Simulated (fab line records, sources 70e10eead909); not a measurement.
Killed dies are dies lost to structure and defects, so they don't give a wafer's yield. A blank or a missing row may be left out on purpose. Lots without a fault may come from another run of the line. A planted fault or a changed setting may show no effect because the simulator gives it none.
One fault seen from 2 desks | flow nand_harc | each desk has only its own numbers; what lay behind them comes last

THE TOOL OWNER'S DESK: pecvd-04
The tool's own readings at NHARC_A_CONTACT_DEP_29 (deposits SiON, target thk 100 nm): means of the sampled wafers that have a number, for each lot that ran on this tool. A lot is out of limits, marked OUT, if its mean lies more than 4 standard deviations from the usual mean; the brackets give that distance.
Columns: A = chamber_pressure_Torr at NHARC_A_CONTACT_DEP_29, usual 3.499 Torr; B = heater_power_w at NHARC_A_CONTACT_DEP_29, usual 722 W
lot  | first seen here | A     | B
L578 | day 21 22:40    | 3.499 | 799
L584 | day 23 22:15    | 3.497 | 634
L586 | day 24 10:52    | 3.503 | 771
L587 | day 25 09:37    | 3.505 | 728
L589 | day 26 13:06    | 3.504 | 695
L598 | day 30 10:14    | 3.504 | 753
This desk's finding: nothing out of limits on any of the 6 lots.

THE METROLOGY DESK
What the gauges read, lot by lot, whatever tool the lot ran on: means of the sampled wafers that have a number. A lot is out of limits, marked OUT, if its mean lies more than 4 standard deviations from the usual mean; the brackets give that distance.
Columns: A = overlay_x_nm at NHARC_HYBRID_BOND_OVL_MEAS_05, usual 5 nm; B = overlay_y_nm at NHARC_HYBRID_BOND_OVL_MEAS_05, usual 0 nm
lot  | first seen here | A   | B
L577 | day 23 07:18    | 19  | 6
L578 | day 24 08:56    | -1  | 14
L580 | day 24 08:56    | 22  | -21
L579 | day 24 16:34    | 2   | -21
L584 | day 26 07:16    | 15  | -16
L583 | day 26 11:40    | 19  | -20
L585 | day 26 20:19    | 9   | 19
L586 | day 26 20:19    | -2  | -5
L587 | day 27 12:52    | 47  | -18
L589 | day 28 20:37    | 30  | -27
L597 | day 32 09:20    | -4  | 17
L596 | day 32 09:21    | -29 | -16
L598 | day 32 14:01    | -24 | 31
This desk's finding: nothing out of limits on any of the 13 lots.

PUT TOGETHER
The tool owner's desk saw nothing out of limits.
The metrology desk saw nothing out of limits.

WHAT THE SIMULATOR HAD PUT IN
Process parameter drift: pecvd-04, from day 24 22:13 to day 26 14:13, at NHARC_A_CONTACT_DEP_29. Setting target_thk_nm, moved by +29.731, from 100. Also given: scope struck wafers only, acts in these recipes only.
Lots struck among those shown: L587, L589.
